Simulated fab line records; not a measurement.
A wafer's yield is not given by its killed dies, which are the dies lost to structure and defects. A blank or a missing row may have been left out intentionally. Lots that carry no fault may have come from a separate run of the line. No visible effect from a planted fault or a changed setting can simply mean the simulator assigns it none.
Matching of chambers	flow n5Finfet	N5_BEOL_M15_ETCH_57 on rieDiel-05: 4 sister chambers
The step etches SOC in N2/H2, time 750 s. 4 wafers are shown with their chamber, then 7 later ones without.

== WAFERS PAIRED WITH THEIR CHAMBERS ==
wafer	chamber	showerheadPlenumPTorr (Torr)
L081.3	2	2.41
L081.4	0	2.62
L089.1	1	2.57
L089.4	3	2.40

== WAFERS WITH NO CHAMBER GIVEN ==
wafer	showerheadPlenumPTorr (Torr)
L089.6	2.41
L088.1	2.56
L088.4	2.41
L088.5	2.40
L093.2	2.56
L093.4	2.41
L093.6	2.40

== WHICH CHAMBER EACH ONE RAN IN ==
wafer	from the rows above	in truth
L089.6	can't be placed: 2 or 3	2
L088.1	1	1
L088.4	can't be placed: 2 or 3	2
L088.5	can't be placed: 3 or 2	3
L093.2	1	1
L093.4	can't be placed: 2 or 3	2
L093.6	can't be placed: 3 or 2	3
Correctly placed: 2 of 7. These rows do not allow placing 5 (true chamber among the candidates in 5). Placed wrongly: 0.
How it was worked out, from the rows above alone: a wafer's distance from a chamber is the root of the sum, over the readings, of the square of ((its reading less the chamber's mean) divided by the reading's scatter). If the next closest chamber is less than 2 further off than the closest, the wafer can't be placed; otherwise it belongs to the closest. Each chamber's mean is taken over the wafers shown for it. The scatter (one wafer shown for each chamber): square how far every hidden wafer sits from the nearest shown wafer, average those squares and take the square root.
